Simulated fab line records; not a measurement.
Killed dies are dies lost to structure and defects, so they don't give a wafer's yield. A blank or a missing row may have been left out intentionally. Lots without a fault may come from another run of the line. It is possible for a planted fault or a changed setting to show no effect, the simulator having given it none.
Chamber matching :: flow n5-finfet :: N5_BEOL_M1_PECVD_72 on pecvd-02: 3 sister chambers
The step deposits SiO2 from TEOS/O2, target thk 16 nm, time 18 s. 22 wafers are shown with their chamber, then 11 later ones without.

## EACH WAFER AND ITS CHAMBER
wafer: L077.1
chamber: 2
throttle-valve-pct (%): 20.9
heater-power-w (W): 593
heater-power-outer-w (W): 307

wafer: L077.3
chamber: 1
throttle-valve-pct (%): 22.9
heater-power-w (W): 736
heater-power-outer-w (W): 384

wafer: L077.6
chamber: 1
throttle-valve-pct (%): 22.6
heater-power-w (W): 733
heater-power-outer-w (W): 372

wafer: L074.1
chamber: 1
throttle-valve-pct (%): 22.7
heater-power-w (W): 760
heater-power-outer-w (W): 401

wafer: L074.5
chamber: 2
throttle-valve-pct (%): 20.9
heater-power-w (W): 595
heater-power-outer-w (W): 314

wafer: L074.6
chamber: 0
throttle-valve-pct (%): 21.6
heater-power-w (W): 795
heater-power-outer-w (W): 493

wafer: L080.1
chamber: 0
throttle-valve-pct (%): 21.5
heater-power-w (W): 746
heater-power-outer-w (W): 448

wafer: L080.3
chamber: 1
throttle-valve-pct (%): 22.6
heater-power-w (W): 757
heater-power-outer-w (W): 392

wafer: L080.6
chamber: 1
throttle-valve-pct (%): 22.6
heater-power-w (W): 767
heater-power-outer-w (W): 399

wafer: L081.2
chamber: 0
throttle-valve-pct (%): 21.5
heater-power-w (W): 762
heater-power-outer-w (W): 478

wafer: L081.3
chamber: 1
throttle-valve-pct (%): 22.6
heater-power-w (W): 751
heater-power-outer-w (W): 378

wafer: L081.5
chamber: 0
throttle-valve-pct (%): 21.7
heater-power-w (W): 775
heater-power-outer-w (W): 469

wafer: L082.1
chamber: 1
throttle-valve-pct (%): 22.8
heater-power-w (W): 691
heater-power-outer-w (W): 346

wafer: L082.2
chamber: 2
throttle-valve-pct (%): 21.1
heater-power-w (W): 589
heater-power-outer-w (W): 334

wafer: L082.4
chamber: 0
throttle-valve-pct (%): 21.6
heater-power-w (W): 676
heater-power-outer-w (W): 404

wafer: L086.1
chamber: 0
throttle-valve-pct (%): 21.8
heater-power-w (W): 732
heater-power-outer-w (W): 432

wafer: L086.3
chamber: 1
throttle-valve-pct (%): 22.6
heater-power-w (W): 810
heater-power-outer-w (W): 423

wafer: L086.6
chamber: 2
throttle-valve-pct (%): 21.0
heater-power-w (W): 580
heater-power-outer-w (W): 311

wafer: L087.1
chamber: 2
throttle-valve-pct (%): 21.3
heater-power-w (W): 567
heater-power-outer-w (W): 290

wafer: L087.3
chamber: 0
throttle-valve-pct (%): 21.5
heater-power-w (W): 738
heater-power-outer-w (W): 443

wafer: L087.6
chamber: 2
throttle-valve-pct (%): 20.9
heater-power-w (W): 575
heater-power-outer-w (W): 298

wafer: L088.2
chamber: 1
throttle-valve-pct (%): 22.3
heater-power-w (W): 807
heater-power-outer-w (W): 425

SIGNATURES, as means of the wafers listed above
reading: throttle-valve-pct
chamber 0: 21.600
chamber 1: 22.633
chamber 2: 21.017
scatter within a chamber: 0.15

reading: heater-power-w
chamber 0: 746.29
chamber 1: 756.89
chamber 2: 583.17
scatter within a chamber: 32.5

reading: heater-power-outer-w
chamber 0: 452.43
chamber 1: 391.11
chamber 2: 309.00
scatter within a chamber: 24.6
Rule: for each reading, subtract the chamber's mean from the wafer's reading, divide by that reading's scatter and square the result; add these up over the readings and take the root, which gives the wafer's distance from the chamber. If the next closest chamber is less than 2 further off than the closest, the wafer can't be placed; otherwise it belongs to the closest. How the scatter is found: for the shown wafers, subtract from each reading the mean of its chamber, square and add these, divide the total by (wafers less chambers), then take the root.

## WAFERS MISSING THEIR CHAMBER
wafer: L088.3
throttle-valve-pct (%): 21.5
heater-power-w (W): 800
heater-power-outer-w (W): 500

wafer: L088.5
throttle-valve-pct (%): 21.9
heater-power-w (W): 800
heater-power-outer-w (W): 494

wafer: L092.3
throttle-valve-pct (%): 21.9
heater-power-w (W): 771
heater-power-outer-w (W): 489

wafer: L092.4
throttle-valve-pct (%): 21.0
heater-power-w (W): 504
heater-power-outer-w (W): 253

wafer: L092.6
throttle-valve-pct (%): 22.6
heater-power-w (W): 709
heater-power-outer-w (W): 359

wafer: L091.3
throttle-valve-pct (%): 21.7
heater-power-w (W): 721
heater-power-outer-w (W): 448

wafer: L091.5
throttle-valve-pct (%): 21.2
heater-power-w (W): 562
heater-power-outer-w (W): 294

wafer: L091.6
throttle-valve-pct (%): 22.4
heater-power-w (W): 816
heater-power-outer-w (W): 436

wafer: L097.2
throttle-valve-pct (%): 21.1
heater-power-w (W): 576
heater-power-outer-w (W): 309

wafer: L097.4
throttle-valve-pct (%): 22.6
heater-power-w (W): 747
heater-power-outer-w (W): 372

wafer: L097.5
throttle-valve-pct (%): 21.2
heater-power-w (W): 589
heater-power-outer-w (W): 311

## WHICH CHAMBER EACH WENT THROUGH
wafer: L088.3
from the rows above: 0
in truth: 0

wafer: L088.5
from the rows above: 0
in truth: 0

wafer: L092.3
from the rows above: 0
in truth: 0

wafer: L092.4
from the rows above: 2
in truth: 2

wafer: L092.6
from the rows above: 1
in truth: 1

wafer: L091.3
from the rows above: 0
in truth: 0

wafer: L091.5
from the rows above: 2
in truth: 2

wafer: L091.6
from the rows above: 1
in truth: 1

wafer: L097.2
from the rows above: 2
in truth: 2

wafer: L097.4
from the rows above: 1
in truth: 1

wafer: L097.5
from the rows above: 2
in truth: 2
11 of 11 placed correctly. Left unplaced by these rows: 0. Number placed wrongly: 0.
